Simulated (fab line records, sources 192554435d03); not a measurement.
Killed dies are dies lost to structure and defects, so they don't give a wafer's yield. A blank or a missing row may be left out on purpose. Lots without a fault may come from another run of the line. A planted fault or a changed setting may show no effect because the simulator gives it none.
Chamber matching | flow n5_finfet | N5_BEOL_M9_STRIP_36 on rie_diel-02: 4 sister chambers
The step strips in N2/H2. 16 wafers are shown with their chamber, then 8 later ones without.

WAFERS WITH THEIR CHAMBER
wafer  | chamber | drypump_motor_current_A (A) | showerhead_plenum_p_Torr (Torr) | throttle_valve_pct (%)
L074.2 | 2       | 6.4                         | 2.48                            | 23.6
L074.3 | 1       | 5.2                         | 2.40                            | 24.0
L074.6 | 0       | 5.6                         | 2.48                            | 23.4
L077.1 | 3       | 6.2                         | 2.41                            | 24.0
L077.5 | 2       | 6.4                         | 2.48                            | 23.6
L077.6 | 3       | 6.2                         | 2.41                            | 24.0
L079.3 | 1       | 5.2                         | 2.40                            | 24.0
L079.4 | 2       | 6.5                         | 2.48                            | 23.6
L079.6 | 3       | 6.2                         | 2.41                            | 24.0
L083.3 | 2       | 6.4                         | 2.48                            | 23.6
L083.5 | 0       | 5.6                         | 2.47                            | 23.4
L083.6 | 1       | 5.2                         | 2.40                            | 24.0
L085.3 | 3       | 6.2                         | 2.41                            | 24.1
L085.4 | 1       | 5.2                         | 2.40                            | 24.0
L085.5 | 3       | 6.2                         | 2.41                            | 24.0
L086.3 | 1       | 5.2                         | 2.39                            | 24.1

SIGNATURES (means of the wafers above)
reading                  | chamber 0 | chamber 1 | chamber 2 | chamber 3 | scatter within a chamber
drypump_motor_current_A  | 5.600     | 5.200     | 6.425     | 6.200     | 0.025
showerhead_plenum_p_Torr | 2.4750    | 2.3980    | 2.4800    | 2.4100    | 0.00329
throttle_valve_pct       | 23.400    | 24.020    | 23.600    | 24.020    | 0.0365
Rule: a wafer's distance from a chamber is the root of the sum, over the readings, of the square of ((its reading less the chamber's mean) divided by the reading's scatter). The wafer belongs to the nearest chamber; if the next one is less than 2 further off, it can't be placed. The scatter: the root of (the sum of the squares of (reading less its chamber's mean) over the shown wafers, divided by (wafers less chambers)).

WAFERS WITHOUT THEIR CHAMBER
wafer  | drypump_motor_current_A (A) | showerhead_plenum_p_Torr (Torr) | throttle_valve_pct (%)
L086.4 | 5.6                         | 2.47                            | 23.4
L086.6 | 5.2                         | 2.39                            | 24.1
L094.2 | 6.2                         | 2.72                            | 23.7
L094.3 | 6.4                         | 2.47                            | 23.7
L094.6 | 5.6                         | 2.46                            | 23.4
L096.1 | 5.2                         | 2.71                            | 23.5
L096.3 | 6.2                         | 2.72                            | 23.7
L096.5 | 5.6                         | 2.46                            | 23.5

WHICH CHAMBER EACH WENT THROUGH
wafer  | from the rows above | in truth
L086.4 | 0                   | 0
L086.6 | 1                   | 1
L094.2 | 2                   | 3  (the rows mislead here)
L094.3 | 2                   | 2
L094.6 | 0                   | 0
L096.1 | 0                   | 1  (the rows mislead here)
L096.3 | 2                   | 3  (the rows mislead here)
L096.5 | 0                   | 0
Placed correctly: 5 of 8. Can't be placed from these rows: 0. Placed wrongly: 3.
